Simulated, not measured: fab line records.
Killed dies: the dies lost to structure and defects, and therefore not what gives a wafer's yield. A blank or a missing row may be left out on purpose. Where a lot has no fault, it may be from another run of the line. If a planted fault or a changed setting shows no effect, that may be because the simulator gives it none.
Which tool did it? / flow n5-finfet / 29 wafers from 10 lots sampled at 6 of the route's 1938 steps

WHAT THE GAUGES SHOWED, per wafer
N5_BEOL_M4_RC_MEAS_101. Usual: DIBL_N 36.0 mV/V, standard deviation 2.2; DIBL_P 35.9 mV/V, standard deviation 2.6; IOFF_N 0.16 nA/um, standard deviation 0.038; IOFF_P 0.21 nA/um, standard deviation 0.042; ION_N 675 uA/um, standard deviation 15; ION_P 463 uA/um, standard deviation 10; SS_N 71.5 mV/dec, standard deviation 0.62; SS_P 73.2 mV/dec, standard deviation 0.76; VT_N 250 mV, standard deviation 4.1; VT_P -251 mV, standard deviation 3.6.
lot=L157; measured=day 7 20:41; on=prober-01; DIBL_N (mV/V)=35.0 32.8 33.8; DIBL_P (mV/V)=34.6 32.3 32.1; IOFF_N (nA/um)=0.13 0.11 0.12; IOFF_P (nA/um)=0.20 0.17 0.16; ION_N (uA/um)=672 658 665; ION_P (uA/um)=464 457 461; SS_N (mV/dec)=71.2 70.6 71.6; SS_P (mV/dec)=72.7 72.4 72.1; VT_N (mV)=250 256 254; VT_P (mV)=-250 -251 -251; flag=
lot=L159; measured=day 8 00:55; on=prober-02; DIBL_N (mV/V)=36.3 35.1 32.8; DIBL_P (mV/V)=37.2 36.8 34.1; IOFF_N (nA/um)=0.17 0.15 0.12; IOFF_P (nA/um)=0.21 0.19 0.16; ION_N (uA/um)=675 662 672; ION_P (uA/um)=458 454 463; SS_N (mV/dec)=72.3 71.6 70.7; SS_P (mV/dec)=73.5 73.3 72.1; VT_N (mV)=249 251 253; VT_P (mV)=-252 -252 -255; flag=
lot=L160; measured=day 9 02:25; on=prober-02; DIBL_N (mV/V)=33.3 36.6 34.8; DIBL_P (mV/V)=33.6 37.5 34.4; IOFF_N (nA/um)=0.12 0.17 0.14; IOFF_P (nA/um)=0.15 0.20 0.15; ION_N (uA/um)=657 680 656; ION_P (uA/um)=446 458 444; SS_N (mV/dec)=70.9 72.6 71.8; SS_P (mV/dec)=73.0 73.8 73.3; VT_N (mV)=253 247 251; VT_P (mV)=-255 -251 -255; flag=
lot=L162; measured=day 9 03:22; on=prober-01; DIBL_N (mV/V)=38.7 36.1 33.1; DIBL_P (mV/V)=39.3 35.5 32.3; IOFF_N (nA/um)=0.21 0.16 0.12; IOFF_P (nA/um)=0.26 0.19 0.16; ION_N (uA/um)=690 675 662; ION_P (uA/um)=471 459 452; SS_N (mV/dec)=72.2 72.4 71.2; SS_P (mV/dec)=74.5 73.7 72.1; VT_N (mV)=245 249 252; VT_P (mV)=-249 -251 -253; flag=
lot=L164; measured=day 9 22:17; on=prober-01; DIBL_N (mV/V)=36.5 34.2 35.0; DIBL_P (mV/V)=35.6 34.0 34.3; IOFF_N (nA/um)=0.15 0.13 0.13; IOFF_P (nA/um)=0.20 0.19 0.19; ION_N (uA/um)=672 682 673; ION_P (uA/um)=462 473 465; SS_N (mV/dec)=71.5 70.9 70.7; SS_P (mV/dec)=73.3 72.4 72.6; VT_N (mV)=249 253 251; VT_P (mV)=-249 -250 -249; flag=
lot=L168; measured=day 10 14:30; on=prober-01; DIBL_N (mV/V)=38.5 32.9 37.7; DIBL_P (mV/V)=36.9 30.5 36.0; IOFF_N (nA/um)=0.16 0.09 0.16; IOFF_P (nA/um)=0.26 0.17 0.25; ION_N (uA/um)=684 639 674; ION_P (uA/um)=475 447 474; SS_N (mV/dec)=71.2 70.3 71.4; SS_P (mV/dec)=73.7 72.9 73.6; VT_N (mV)=248 257 248; VT_P (mV)=-247 -250 -245; flag=
lot=L169; measured=day 11 07:55; on=prober-01; DIBL_N (mV/V)=34.9 35.5; DIBL_P (mV/V)=34.8 36.6; IOFF_N (nA/um)=0.14 0.15; IOFF_P (nA/um)=0.18 0.20; ION_N (uA/um)=681 666; ION_P (uA/um)=466 456; SS_N (mV/dec)=71.4 71.6; SS_P (mV/dec)=72.5 73.4; VT_N (mV)=250 246; VT_P (mV)=-250 -254; flag=
lot=L170; measured=day 11 13:40; on=prober-02; DIBL_N (mV/V)=35.7 32.8 36.7; DIBL_P (mV/V)=35.0 31.4 34.6; IOFF_N (nA/um)=0.15 0.11 0.16; IOFF_P (nA/um)=0.19 0.15 0.19; ION_N (uA/um)=671 670 669; ION_P (uA/um)=464 458 457; SS_N (mV/dec)=70.9 70.7 71.8; SS_P (mV/dec)=72.2 72.1 72.8; VT_N (mV)=248 253 249; VT_P (mV)=-250 -254 -250; flag=
lot=L175; measured=day 12 00:15; on=prober-02; DIBL_N (mV/V)=38.2 38.3 37.3; DIBL_P (mV/V)=34.2 37.3 36.2; IOFF_N (nA/um)=0.15 0.17 0.16; IOFF_P (nA/um)=0.19 0.23 0.22; ION_N (uA/um)=658 691 687; ION_P (uA/um)=452 473 474; SS_N (mV/dec)=71.8 71.6 71.0; SS_P (mV/dec)=73.3 73.5 73.4; VT_N (mV)=253 245 248; VT_P (mV)=-253 -251 -249; flag=
lot=L174; measured=day 12 02:56; on=prober-02; DIBL_N (mV/V)=37.0 37.4 36.6; DIBL_P (mV/V)=38.5 38.1 36.9; IOFF_N (nA/um)=0.17 0.20 0.17; IOFF_P (nA/um)=0.24 0.23 0.22; ION_N (uA/um)=661 697 686; ION_P (uA/um)=456 478 464; SS_N (mV/dec)=72.0 71.2 70.7; SS_P (mV/dec)=73.5 73.8 72.4; VT_N (mV)=246 243 248; VT_P (mV)=-249 -251 -250; flag=

WHICH TOOL RAN EACH LOT (tool, then ch and the chambers of the sampled wafers, then the start)
lot=L157; N5_BEOL_M4_PECVD_72=pecvd-01 ch 0,1, day 7 12:13; N5_BEOL_M4_ANNEAL_80=pvd-sputter-02, day 7 17:58; N5_BEOL_M4_SPUTTER_86=pvd-sputter-02, day 7 18:20; N5_BEOL_M4_SPUTTER_88=pvd-sputter-02, day 7 18:33; N5_BEOL_M4_CMP_52=cmp-01 ch 0,1,2, day 7 19:58
lot=L159; N5_BEOL_M4_PECVD_72=pecvd-03 ch 0,1, day 7 15:05; N5_BEOL_M4_ANNEAL_80=pvd-sputter-02, day 7 22:03; N5_BEOL_M4_SPUTTER_86=pvd-sputter-02, day 7 22:25; N5_BEOL_M4_SPUTTER_88=pvd-sputter-02, day 7 22:38; N5_BEOL_M4_CMP_52=cmp-02 ch 0,2, day 8 00:01
lot=L160; N5_BEOL_M4_PECVD_72=pecvd-03 ch 0,1, day 8 15:45; N5_BEOL_M4_ANNEAL_80=pvd-sputter-03, day 8 23:31; N5_BEOL_M4_SPUTTER_86=pvd-sputter-03, day 8 23:52; N5_BEOL_M4_SPUTTER_88=pvd-sputter-03, day 9 00:05; N5_BEOL_M4_CMP_52=cmp-04 ch 0,1,3, day 9 01:32
lot=L162; N5_BEOL_M4_PECVD_72=pecvd-01 ch 1,2, day 8 19:52; N5_BEOL_M4_ANNEAL_80=pvd-sputter-01, day 9 00:37; N5_BEOL_M4_SPUTTER_86=pvd-sputter-01, day 9 00:59; N5_BEOL_M4_SPUTTER_88=pvd-sputter-01, day 9 01:12; N5_BEOL_M4_CMP_52=cmp-02 ch 0,1,3, day 9 02:39
lot=L164; N5_BEOL_M4_PECVD_72=pecvd-03 ch 0,1,2, day 9 06:29; N5_BEOL_M4_ANNEAL_80=pvd-sputter-03, day 9 19:43; N5_BEOL_M4_SPUTTER_86=pvd-sputter-03, day 9 20:05; N5_BEOL_M4_SPUTTER_88=pvd-sputter-03, day 9 20:18; N5_BEOL_M4_CMP_52=cmp-01 ch 0,1,2, day 9 21:41
lot=L168; N5_BEOL_M4_PECVD_72=pecvd-01 ch 0,1,2, day 10 02:44; N5_BEOL_M4_ANNEAL_80=pvd-sputter-01, day 10 11:56; N5_BEOL_M4_SPUTTER_86=pvd-sputter-01, day 10 12:18; N5_BEOL_M4_SPUTTER_88=pvd-sputter-01, day 10 12:31; N5_BEOL_M4_CMP_52=cmp-01 ch 0,2, day 10 13:53
lot=L169; N5_BEOL_M4_PECVD_72=pecvd-03 ch 0,2, day 10 19:48; N5_BEOL_M4_ANNEAL_80=pvd-sputter-02, day 11 04:48; N5_BEOL_M4_SPUTTER_86=pvd-sputter-02, day 11 05:08; N5_BEOL_M4_SPUTTER_88=pvd-sputter-02, day 11 05:21; N5_BEOL_M4_CMP_52=cmp-04 ch 2,3, day 11 06:50
lot=L170; N5_BEOL_M4_PECVD_72=pecvd-04 ch 1,2, day 11 02:19; N5_BEOL_M4_ANNEAL_80=pvd-sputter-02, day 11 11:07; N5_BEOL_M4_SPUTTER_86=pvd-sputter-02, day 11 11:28; N5_BEOL_M4_SPUTTER_88=pvd-sputter-02, day 11 11:41; N5_BEOL_M4_CMP_52=cmp-01 ch 0,1,2, day 11 13:04
lot=L175; N5_BEOL_M4_PECVD_72=pecvd-01 ch 0,1, day 11 13:56; N5_BEOL_M4_ANNEAL_80=pvd-sputter-02, day 11 21:19; N5_BEOL_M4_SPUTTER_86=pvd-sputter-02, day 11 21:40; N5_BEOL_M4_SPUTTER_88=pvd-sputter-02, day 11 21:53; N5_BEOL_M4_CMP_52=cmp-02 ch 1,2,3, day 11 23:20
lot=L174; N5_BEOL_M4_PECVD_72=pecvd-01 ch 0,2, day 11 14:48; N5_BEOL_M4_ANNEAL_80=pvd-sputter-01, day 12 00:22; N5_BEOL_M4_SPUTTER_86=pvd-sputter-01, day 12 00:44; N5_BEOL_M4_SPUTTER_88=pvd-sputter-01, day 12 00:57; N5_BEOL_M4_CMP_52=cmp-04 ch 0,2,3, day 12 02:22
- N5_BEOL_M4_PECVD_72: deposits SiO2 from TEOS/O2, target thk 16 nm, time 18 s.
- N5_BEOL_M4_ANNEAL_80: time 240 s.
- N5_BEOL_M4_SPUTTER_86: material Cu, target thk 4.5 nm, time 8.29 s.
- N5_BEOL_M4_SPUTTER_88: material Cu, target thk 4.5 nm, time 8.29 s.
- N5_BEOL_M4_CMP_52: polishes, stops on SiOC, t overpolish 6.8 s, target thk 40 nm.

WHAT THE TOOLS THEMSELVES READ (means of the sampled wafers that have a number; where no wafer has one, the mark that the record gives instead)
N5_BEOL_M4_PECVD_72. Usual: heater-power-w 787 W, standard deviation 100; showerhead-plenum-p-Torr 8.79 Torr, standard deviation 0.099; susceptor-temp-C 399.98 C, standard deviation 0.22; throttle-valve-pct 21.9 %, standard deviation 1.1.
lot=L157; tool=pecvd-01; heater-power-w (W)=926; showerhead-plenum-p-Torr (Torr)=8.75; susceptor-temp-C (C)=400.06; throttle-valve-pct (%)=22.0; flag=
lot=L159; tool=pecvd-03; heater-power-w (W)=728; showerhead-plenum-p-Torr (Torr)=8.85; susceptor-temp-C (C)=400.10; throttle-valve-pct (%)=21.4; flag=
lot=L160; tool=pecvd-03; heater-power-w (W)=784; showerhead-plenum-p-Torr (Torr)=8.85; susceptor-temp-C (C)=399.96; throttle-valve-pct (%)=21.4; flag=
lot=L162; tool=pecvd-01; heater-power-w (W)=806; showerhead-plenum-p-Torr (Torr)=8.63; susceptor-temp-C (C)=399.90; throttle-valve-pct (%)=20.8; flag=
lot=L164; tool=pecvd-03; heater-power-w (W)=723; showerhead-plenum-p-Torr (Torr)=8.84; susceptor-temp-C (C)=399.89; throttle-valve-pct (%)=21.5; flag=
lot=L168; tool=pecvd-01; heater-power-w (W)=807; showerhead-plenum-p-Torr (Torr)=8.72; susceptor-temp-C (C)=400.10; throttle-valve-pct (%)=21.3; flag=
lot=L169; tool=pecvd-03; heater-power-w (W)=637; showerhead-plenum-p-Torr (Torr)=8.82; susceptor-temp-C (C)=399.87; throttle-valve-pct (%)=20.9; flag=
lot=L170; tool=pecvd-04; heater-power-w (W)=774; showerhead-plenum-p-Torr (Torr)=8.77; susceptor-temp-C (C)=400.03; throttle-valve-pct (%)=23.4; flag=
lot=L175; tool=pecvd-01; heater-power-w (W)=812; showerhead-plenum-p-Torr (Torr)=8.83; susceptor-temp-C (C)=399.45; throttle-valve-pct (%)=22.2; flag=
lot=L174; tool=pecvd-01; heater-power-w (W)=799; showerhead-plenum-p-Torr (Torr)=8.71; susceptor-temp-C (C)=400.11; throttle-valve-pct (%)=21.0; flag=

N5_BEOL_M4_ANNEAL_80. Usual: heater-power-w 812 W, standard deviation 48; susceptor-temp-C 400.00 C, standard deviation 0.21.
lot=L157; tool=pvd-sputter-02; heater-power-w (W)=805; susceptor-temp-C (C)=399.87; flag=
lot=L159; tool=pvd-sputter-02; heater-power-w (W)=837; susceptor-temp-C (C)=399.87; flag=
lot=L160; tool=pvd-sputter-03; heater-power-w (W)=853; susceptor-temp-C (C)=399.95; flag=
lot=L162; tool=pvd-sputter-01; heater-power-w (W)=782; susceptor-temp-C (C)=400.13; flag=
lot=L164; tool=pvd-sputter-03; heater-power-w (W)=865; susceptor-temp-C (C)=400.01; flag=
lot=L168; tool=pvd-sputter-01; heater-power-w (W)=789; susceptor-temp-C (C)=400.13; flag=
lot=L169; tool=pvd-sputter-02; heater-power-w (W)=793; susceptor-temp-C (C)=400.12; flag=
lot=L170; tool=pvd-sputter-02; heater-power-w (W)=821; susceptor-temp-C (C)=399.90; flag=
lot=L175; tool=pvd-sputter-02; heater-power-w (W)=808; susceptor-temp-C (C)=399.89; flag=
lot=L174; tool=pvd-sputter-01; heater-power-w (W)=770; susceptor-temp-C (C)=400.00; flag=

N5_BEOL_M4_SPUTTER_86. Usual: susceptor-temp-C -20.01 C, standard deviation 0.11; throttle-valve-pct 29.8 %, standard deviation 1.2.
lot=L157; tool=pvd-sputter-02; susceptor-temp-C (C)=-19.94; throttle-valve-pct (%)=30.9; flag=
lot=L159; tool=pvd-sputter-02; susceptor-temp-C (C)=-20.04; throttle-valve-pct (%)=29.2; flag=
lot=L160; tool=pvd-sputter-03; susceptor-temp-C (C)=-20.06; throttle-valve-pct (%)=29.2; flag=
lot=L162; tool=pvd-sputter-01; susceptor-temp-C (C)=-20.05; throttle-valve-pct (%)=29.6; flag=
lot=L164; tool=pvd-sputter-03; susceptor-temp-C (C)=-20.01; throttle-valve-pct (%)=29.8; flag=
lot=L168; tool=pvd-sputter-01; susceptor-temp-C (C)=-20.04; throttle-valve-pct (%)=29.7; flag=
lot=L169; tool=pvd-sputter-02; susceptor-temp-C (C)=-19.98; throttle-valve-pct (%)=29.8; flag=
lot=L170; tool=pvd-sputter-02; susceptor-temp-C (C)=-20.03; throttle-valve-pct (%)=29.3; flag=
lot=L175; tool=pvd-sputter-02; susceptor-temp-C (C)=-20.01; throttle-valve-pct (%)=29.2; flag=
lot=L174; tool=pvd-sputter-01; susceptor-temp-C (C)=-20.12; throttle-valve-pct (%)=30.2; flag=

N5_BEOL_M4_SPUTTER_88. Usual: susceptor-temp-C -20.01 C, standard deviation 0.094; throttle-valve-pct 29.8 %, standard deviation 1.2.
lot=L157; tool=pvd-sputter-02; susceptor-temp-C (C)=-20.05; throttle-valve-pct (%)=30.8; flag=
lot=L159; tool=pvd-sputter-02; susceptor-temp-C (C)=-20.04; throttle-valve-pct (%)=29.3; flag=
lot=L160; tool=pvd-sputter-03; susceptor-temp-C (C)=-20.00; throttle-valve-pct (%)=28.9; flag=
lot=L162; tool=pvd-sputter-01; susceptor-temp-C (C)=-19.99; throttle-valve-pct (%)=29.7; flag=
lot=L164; tool=pvd-sputter-03; susceptor-temp-C (C)=-20.07; throttle-valve-pct (%)=30.0; flag=
lot=L168; tool=pvd-sputter-01; susceptor-temp-C (C)=-20.07; throttle-valve-pct (%)=29.6; flag=
lot=L169; tool=pvd-sputter-02; susceptor-temp-C (C)=-19.91; throttle-valve-pct (%)=29.9; flag=
lot=L170; tool=pvd-sputter-02; susceptor-temp-C (C)=-19.97; throttle-valve-pct (%)=29.1; flag=
lot=L175; tool=pvd-sputter-02; susceptor-temp-C (C)=-19.93; throttle-valve-pct (%)=29.3; flag=
lot=L174; tool=pvd-sputter-01; susceptor-temp-C (C)=-19.96; throttle-valve-pct (%)=30.3; flag=

N5_BEOL_M4_CMP_52. Usual: barrier-field-endpoint-s 24.5 s, standard deviation 0.81; motor-current-A 6.2 A, standard deviation 0.59.
lot=L157; tool=cmp-01; barrier-field-endpoint-s (s)=23.9; motor-current-A (A)=6.2; flag=
lot=L159; tool=cmp-02; barrier-field-endpoint-s (s)=24.8; motor-current-A (A)=6.9; flag=
lot=L160; tool=cmp-04; barrier-field-endpoint-s (s)=24.4; motor-current-A (A)=6.0; flag=
lot=L162; tool=cmp-02; barrier-field-endpoint-s (s)=25.3; motor-current-A (A)=6.4; flag=
lot=L164; tool=cmp-01; barrier-field-endpoint-s (s)=24.4; motor-current-A (A)=6.1; flag=
lot=L168; tool=cmp-01; barrier-field-endpoint-s (s)=24.6; motor-current-A (A)=6.2; flag=
lot=L169; tool=cmp-04; barrier-field-endpoint-s (s)=24.1; motor-current-A (A)=7.3; flag=
lot=L170; tool=cmp-01; barrier-field-endpoint-s (s)=24.7; motor-current-A (A)=6.0; flag=
lot=L175; tool=cmp-02; barrier-field-endpoint-s (s)=23.3; motor-current-A (A)=6.3; flag=
lot=L174; tool=cmp-04; barrier-field-endpoint-s (s)=22.5; motor-current-A (A)=6.7; flag=

THE ANSWER, worked out from the rows above alone
Rule: lot off if the mean of its wafers having a number is beyond 3 standard deviations from the usual mean. A lot without any number at a reading at which 4 lots or more have one is off too. Where the step has rows for the other lots, those lots are counted as sound. Order of review: gauges by route order, followed by the tools' own readings, for which a lot's mean as printed above is used. At the first step where some lot is off, the reading lying furthest off is the one used; lots without a number count as furthest.
No lot is off at any reading shown: from this, nothing can be told.

WHAT HAD BEEN PUT IN BY THE SIMULATOR
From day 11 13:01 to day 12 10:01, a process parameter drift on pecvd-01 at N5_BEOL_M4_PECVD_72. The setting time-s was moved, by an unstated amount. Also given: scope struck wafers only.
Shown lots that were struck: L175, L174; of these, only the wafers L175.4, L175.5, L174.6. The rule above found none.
